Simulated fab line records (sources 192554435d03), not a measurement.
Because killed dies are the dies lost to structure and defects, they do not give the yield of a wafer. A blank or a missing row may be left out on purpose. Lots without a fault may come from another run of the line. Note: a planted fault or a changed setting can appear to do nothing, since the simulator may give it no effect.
Struck lot and sound lot, side by side    flow n5-finfet    16 steps out of a route of 1938
Sound: these wafers, L669.1, L669.4, L669.5. Struck: wafers L681.1, L681.6. The cause is given at the end.
Order at every step that has rows: each side's tool, ch and its chambers, its first start. Under that, the readings that differ: sound wafers    struck wafers    difference of the means    sigmas: that difference in standard deviations of wafers without a fault.
alike: a reading whose means differ by less than 2 such deviations, as well as words and numbers matching on both sides. not compared: withheld readings; readings where some wafer has no value; bounds like >300 that might hide an equal value; numbers whose values overlap and for which the record gives no deviation.
The two part at a step that has a row with sigmas, a row that says differs or no value, or rows on one side only. Numbers that have no deviation but don't overlap get no sigmas and don't part them. A reading that every wafer of one side lacks parts them only if that side has two wafers or more.

first, 1 step without rows for these wafers: N5_BEOL_M0_DEGAS_112 (time 60 s).
N5_BEOL_M0_PRE_CLEAN_113: time 30 s.
  sound on pvd-sputter-03 at day 7 17:50; struck on pvd-sputter-02 at day 10 16:40
  alike: heater-power-w
then, 1 step without rows for these wafers: N5_BEOL_M0_ALD_136 (deposits TaN, pulse time 2 s, purge time 3 s, co reactant purge time 2 s).
N5_BEOL_M0_SURFACE_TREAT_137:
  sound on pvd-sputter-03 at day 7 18:16; struck on pvd-sputter-02 at day 10 16:59
  not compared: throttle-valve-pct
then, 2 steps without rows for these wafers: N5_BEOL_M0_CVD_115 (deposits Co from CCTBA/H2, time 120 s); N5_BEOL_M0_SPUTTER_116 (material Cu, target thk 4 nm, time 7.37 s).
N5_BEOL_M0_ANNEAL_117: time 60 s.
  sound on pvd-sputter-03 at day 7 18:37; struck on pvd-sputter-02 at day 10 17:19
  alike: heater-power-w
N5_BEOL_M0_SPUTTER_132: material Cu, target thk 4 nm, time 7.37 s.
  sound on pvd-sputter-03 at day 7 18:39; struck on pvd-sputter-02 at day 10 17:21
  alike: chuck-sensor-temp-C, throttle-valve-pct
then, 2 steps without rows for these wafers: N5_BEOL_M0_ANNEAL_133 (time 60 s); N5_BEOL_M0_SPUTTER_134 (material Cu, target thk 4 nm, time 7.37 s).
N5_BEOL_M0_ANNEAL_135: time 60 s.
  sound on pvd-sputter-03 at day 7 18:51; struck on pvd-sputter-02 at day 10 17:33
  alike: heater-power-w
then, 1 step without rows for these wafers: N5_BEOL_M0_SPUTTER_141 (material Cu, target thk 4 nm, time 7.37 s).
N5_BEOL_M0_ECD_118: material Cu, target thk 300 nm.
  sound on ecd-cu-01 ch 0,1, day 7 19:00; struck on ecd-cu-01 ch 1, day 10 17:43
reading                                  sound              struck     difference  sigmas
model.Cu_of_BEOL_M0_ECD_118.thk-nm (nm)  296.6 294.8 298.8  426 428.2  +130        
then, 1 step without rows for these wafers: N5_BEOL_M0_ANNEAL_119 (time 90 s).
N5_BEOL_M0_CMP_120: polishes, stops on SiOC, t overpolish 6.9 s.
  sound on cmp-02 ch 1,2,3, day 7 19:25; struck on cmp-02 ch 1,3, day 10 18:10
reading                 sound           struck     difference  sigmas
time-to-endpoint-s (s)  64.3 60.8 62.2  87.4 89.8  +26.2       +10
  alike: motor-current-A, platen-rpm
  not compared: pad-life-wafers
-- here the record skips 3 days between the struck wafers' starts before and after, leaving off in module BEOL_M0 and picking up in module BEOL_M4 (first step shown: number 1111 of the route) --
N5_BEOL_M4_RC_MEAS_101:
  sound on prober-01 ch 0, day 10 17:26; struck on prober-01 ch 0, day 13 16:47
  alike: DIBL_N, DIBL_P, IOFF_N, IOFF_P, ION_N, ION_P, SS_N, SS_P, VT_N, VT_P

## WHERE THEY PART
Only at N5_BEOL_M0_CMP_120, within this record. Later steps at which nothing parts them and some readings are alike: N5_BEOL_M4_RC_MEAS_101.

WHY: whatever the simulator had introduced
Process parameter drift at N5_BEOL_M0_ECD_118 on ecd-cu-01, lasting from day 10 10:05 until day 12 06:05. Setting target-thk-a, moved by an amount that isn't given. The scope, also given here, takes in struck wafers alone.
